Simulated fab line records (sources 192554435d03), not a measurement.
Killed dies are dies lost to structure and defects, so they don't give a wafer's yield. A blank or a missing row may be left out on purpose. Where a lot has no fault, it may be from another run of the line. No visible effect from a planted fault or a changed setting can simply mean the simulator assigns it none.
Lot-split experiment | flow n5_finfet | route with 1938 steps; 7 lots, 21 wafers read

== ON THE SPLIT ==
At N5_BEOL_M5_COAT_71 (time 60 s, resist thk 5 nm), the setting spin_rpm was moved away from the recipe's 1500 rpm on 8 of the 21 wafers read, by -4.4% to +10.8%. The other wafers ran this setting at the recipe's value.

== FROM THE SPLIT TO THE READING: what the file shows between them, 3 steps ==
- N5_BEOL_M5_COAT_05: resist thk 30 nm
- N5_BEOL_M5_EBR_07
- N5_BEOL_M5_DESCUM_16: chemistry O2, time 7 s

== THE READING ==
etch.depth_nm (the simulator's own value, which no gauge read), in nm, at N5_BEOL_M5_ETCH_72 (etches underlayer in N2/H2, target depth 6.5 nm, time 5.2 s). There is no usual value for it anywhere in the file. Average 5.008 nm, standard deviation 0.012 nm, over the 13 wafers here run with the recipe.

wafer  | tool, chamber at the split | spin_rpm as run, rpm | against the recipe | etch.depth_nm, nm | against lot-mates on the recipe
L077.1 | litho_track-03, 0          | 1569                 | +4.6%              | 4.882             | -0.104
L077.5 | litho_track-03, 0          | 1500                 | recipe             | 4.986             | -
L077.6 | litho_track-03, 0          | 1569                 | +4.6%              | 4.876             | -0.110
L084.2 | litho_track-01, 0          | 1662                 | +10.8%             | 4.753             | -0.233
L084.5 | litho_track-01, 0          | 1500                 | recipe             | 4.986             | -
L084.6 | litho_track-01, 0          | 1662                 | +10.8%             | 4.738             | -0.248
L086.2 | litho_track-01, 0          | 1500                 | recipe             | 5.026             | -
L086.5 | litho_track-01, 0          | 1500                 | recipe             | 5.022             | -
L086.6 | litho_track-01, 0          | 1500                 | recipe             | 5.005             | -
L087.1 | litho_track-01, 0          | 1500                 | recipe             | 4.999             | -
L087.3 | litho_track-01, 0          | 1500                 | recipe             | 4.998             | -
L087.4 | litho_track-01, 0          | 1500                 | recipe             | 5.012             | -
L090.1 | litho_track-03, 0          | 1500                 | recipe             | 5.017             | -
L090.3 | litho_track-03, 0          | 1500                 | recipe             | 5.009             | -
L090.4 | litho_track-03, 0          | 1500                 | recipe             | 5.018             | -
L094.2 | litho_track-01, 0          | 1434                 | -4.4%              | 5.131             | +0.124
L094.4 | litho_track-01, 0          | 1434                 | -4.4%              | 5.126             | +0.119
L094.5 | litho_track-01, 0          | 1500                 | recipe             | 5.007             | -
L096.2 | litho_track-03, 0          | 1579                 | +5.3%              | 4.89              | -0.123
L096.5 | litho_track-03, 0          | 1500                 | recipe             | 5.013             | -
L096.6 | litho_track-03, 0          | 1579                 | +5.3%              | 4.883             | -0.130

THE FIT
A straight line over all 21 wafers: etch.depth_nm changes by -0.025 nm for each +1% of spin_rpm; r = -0.99; the points scatter about the line by 0.013 nm.
The same after taking each lot's own level away (the mean of its wafers on the recipe; 21 wafers): -0.0234 nm for each +1%; r = -1.00; scatter 0.0087 nm.
The reading moves by 0.25 nm for the largest change in spin_rpm, on that fit.
The span of the lots' own levels, 4.9860 to 5.0177 nm, comes to 2.6 times the standard deviation stated above.
Hence the lot-to-lot level has little effect on the slope; both slopes agree.
Check: for one of the wafers moved furthest among these (+10.8%), held out of the fit, the line's prediction against its lot-mates is -0.259 nm. Against them it came out at -0.233 nm.

== FURTHER SPLITS ON THESE WAFERS ==
These wafers also went through other splits before the reading. Each is held against what the fit with the lots' levels taken away leaves over:
other split on the same wafers     | wafers away from the commonest value | r with etch.depth_nm (lot level and that fit taken away)
N5_BEOL_M1_EXPOSE_08 dose_mj       | 7                                    | -0.11
N5_BEOL_M3_ETCH_70 time_s          | 9                                    | +0.12
N5_BEOL_M4_TRENCH_ETCH_37 source_w | 8                                    | +0.00

== FILE'S OWN FIT ==
etch.depth_nm changes by -0.0232 nm for each +1% of spin_rpm, r = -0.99.
